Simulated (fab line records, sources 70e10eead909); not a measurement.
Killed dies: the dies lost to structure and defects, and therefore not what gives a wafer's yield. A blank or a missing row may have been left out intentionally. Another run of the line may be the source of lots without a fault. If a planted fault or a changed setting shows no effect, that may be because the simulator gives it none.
Which of the tools did it?	flow nand harc	Sampling: 12 lots, 36 wafers, 4 of 1302 route steps

WHAT EACH GAUGE READ, for each wafer
Not one reading of a measure or inspect step in the record can be checked against a usual standard deviation.

EACH LOT AND THE TOOL THAT RAN IT (in order: tool; ch and the chambers of the sampled wafers; start)
lot	NHARC_A_CHANNEL_HOLE_D1_DEP_00	NHARC_A_CHANNEL_HOLE_D1_ETCH_22	NHARC_A_CHANNEL_FILL_D1_ALD_15	NHARC_A_CHANNEL_FILL_D1_ALD_16
L481	acl dep-01 ch 0, day 8 17:04	har etch-01 ch 0,1, day 8 23:53	ald sin batch-03 ch 0, day 9 16:24	ald hk-03 ch 1,2,3, day 9 18:26
L483	acl dep-02 ch 0, day 9 04:17	har etch-01 ch 0,1, day 9 09:14	ald sin batch-01 ch 0, day 10 03:21	ald hk-02 ch 0,2,3, day 10 05:27
L490	acl dep-02 ch 0, day 12 08:34	har etch-02 ch 1, day 12 14:11	ald sin batch-01 ch 0, day 13 08:35	ald hk-04 ch 1,2,3, day 13 10:41
L491	acl dep-02 ch 0, day 12 10:49	har etch-02 ch 1, day 12 22:40	ald sin batch-01 ch 0, day 13 16:57	ald hk-04 ch 0,2,3, day 13 19:00
L496	acl dep-02 ch 0, day 14 20:31	har etch-01 ch 0,1, day 15 06:12	ald sin batch-02 ch 0, day 15 22:04	ald hk-04 ch 0,1,3, day 16 00:10
L497	acl dep-03 ch 0, day 14 21:10	har etch-02 ch 0,1, day 15 08:29	ald sin batch-02 ch 0, day 15 22:04	ald hk-03 ch 0,1,3, day 16 00:05
L498	acl dep-03 ch 0, day 15 17:54	har etch-02 ch 0,1, day 15 22:47	ald sin batch-02 ch 0, day 16 13:56	ald hk-02 ch 0,2, day 16 15:57
L499	acl dep-01 ch 0, day 15 18:02	har etch-01 ch 0,1, day 15 23:12	ald sin batch-02 ch 0, day 16 13:56	ald hk-04 ch 0,1,3, day 16 16:02
L500	acl dep-01 ch 0, day 16 00:38	har etch-01 ch 0,1, day 16 05:38	ald sin batch-02 ch 0, day 16 20:46	ald hk-03 ch 0,1,2, day 16 22:53
L502	acl dep-01 ch 0, day 17 05:33	har etch-01 ch 0,1, day 17 16:28	ald sin batch-02 ch 0, day 18 05:55	ald hk-04 ch 1,2,3, day 18 07:56
L503	acl dep-02 ch 0, day 17 13:54	har etch-02 ch 0,1, day 17 22:58	ald sin batch-03 ch 0, day 18 14:53	ald hk-02 ch 0,1,3, day 18 16:56
L504	acl dep-01 ch 0, day 17 18:25	har etch-02 ch 0,1, day 18 03:08	ald sin batch-02 ch 0, day 18 18:21	ald hk-03 ch 1,2, day 18 20:26
- NHARC_A_CHANNEL_HOLE_D1_DEP_00: deposits aC, target thk 3100 nm.
- NHARC_A_CHANNEL_HOLE_D1_ETCH_22: etches the open film in C4F8/O2/Ar, time 666.7 s, target depth 1600 nm.
- NHARC_A_CHANNEL_FILL_D1_ALD_15: deposits SiNx, target thk 2 nm, pulse time 60 s, ald cycles 19.
- NHARC_A_CHANNEL_FILL_D1_ALD_16: deposits SiO2, target thk 1.5 nm, pulse time 10 s, ald cycles 15.

WHAT THE TOOLS THEMSELVES READ (means of the sampled wafers that have a number; where no wafer has one, the mark that the record gives instead)
NHARC_A_CHANNEL_HOLE_D1_DEP_00. Usual: 35.000 % for throttle valve pct, sd 0.0098.
lot	tool	throttle valve pct (%)	flag
L481	acl dep-01	34.995	
L483	acl dep-02	35.003	
L490	acl dep-02	34.997	
L491	acl dep-02	34.997	
L496	acl dep-02	34.989	
L497	acl dep-03	35.006	
L498	acl dep-03	34.994	
L499	acl dep-01	34.994	
L500	acl dep-01	34.997	
L502	acl dep-01	35.003	
L503	acl dep-02	34.996	
L504	acl dep-01	35.004	

NHARC_A_CHANNEL_HOLE_D1_ETCH_22. Usual: drypump motor current A 5.6 A, standard deviation 0.58; oes air line au 0.999 a.u., standard deviation 0.02; showerhead plenum p Torr 3.706 Torr, standard deviation 0.025; temp c -20.03 C, standard deviation 0.098; throttle valve pct 32.155 %, standard deviation 0.009.
lot	tool	drypump motor current A (A)	oes air line au (a.u.)	showerhead plenum p Torr (Torr)	temp c (C)	throttle valve pct (%)	flag
L481	har etch-01	5.6	0.986	3.734	-20.17	32.160	
L483	har etch-01	5.7	0.974	3.732	-20.04	32.157	
L490	har etch-02	4.8	0.972	3.702	-20.04	32.155	
L491	har etch-02	4.8	0.985	3.698	-19.98	32.151	
L496	har etch-01	5.7	1.014	3.688	-20.05	32.146	
L497	har etch-02	5.3	1.004	3.694	-20.03	32.159	
L498	har etch-02	5.9	0.995	3.702	-20.04	32.154	
L499	har etch-01	5.7	1.000	3.680	-20.09	32.149	
L500	har etch-01	5.7	0.999	3.677	-20.05	32.163	
L502	har etch-01	5.6	1.004	3.669	-20.02	32.154	
L503	har etch-02	5.9	0.999	3.690	-20.05	32.153	
L504	har etch-02	5.9	0.989	3.687	-19.98	32.152	

NHARC_A_CHANNEL_FILL_D1_ALD_15. Usual: 1.001 for precursor pulse height rel, sd 0.019.
lot	tool	precursor pulse height rel	flag
L481	ald sin batch-03	1.002	
L483	ald sin batch-01	0.986	
L490	ald sin batch-01	0.998	
L491	ald sin batch-01	0.981	
L496	ald sin batch-02	1.007	
L497	ald sin batch-02	0.988	
L498	ald sin batch-02	1.014	
L499	ald sin batch-02	0.986	
L500	ald sin batch-02	1.007	
L502	ald sin batch-02	0.988	
L503	ald sin batch-03	1.017	
L504	ald sin batch-02	0.988	

NHARC_A_CHANNEL_FILL_D1_ALD_16. Usual: heater power w 497 W, standard deviation 46; precursor pulse height rel 0.996, standard deviation 0.019.
lot	tool	heater power w (W)	precursor pulse height rel	flag
L481	ald hk-03	469	1.019	
L483	ald hk-02	508	1.002	
L490	ald hk-04	448	0.994	
L491	ald hk-04	502	0.994	
L496	ald hk-04	502	1.014	
L497	ald hk-03	475	0.979	
L498	ald hk-02	478	1.004	
L499	ald hk-04	503	0.994	
L500	ald hk-03	476	1.000	
L502	ald hk-04	462	0.993	
L503	ald hk-02	510	0.994	
L504	ald hk-03	495	0.979	

THE ANSWER, worked out from the rows above alone
Rule: a lot is off if the mean of its wafers that have a number lies more than 3 standard deviations from the usual mean. Also off: a lot with no number at a reading for which 4 or more lots have one. Where the step has rows for the other lots, those lots are counted as sound. Order of review: gauges by route order, followed by the tools' own readings, for which a lot's mean as printed above is used. At the first step where some lot is off, the reading lying furthest off is the one used; lots without a number count as furthest.
No lot is off on any of the readings shown, so nothing can be concluded from this.

WHAT THE SIMULATOR HAD PUT IN
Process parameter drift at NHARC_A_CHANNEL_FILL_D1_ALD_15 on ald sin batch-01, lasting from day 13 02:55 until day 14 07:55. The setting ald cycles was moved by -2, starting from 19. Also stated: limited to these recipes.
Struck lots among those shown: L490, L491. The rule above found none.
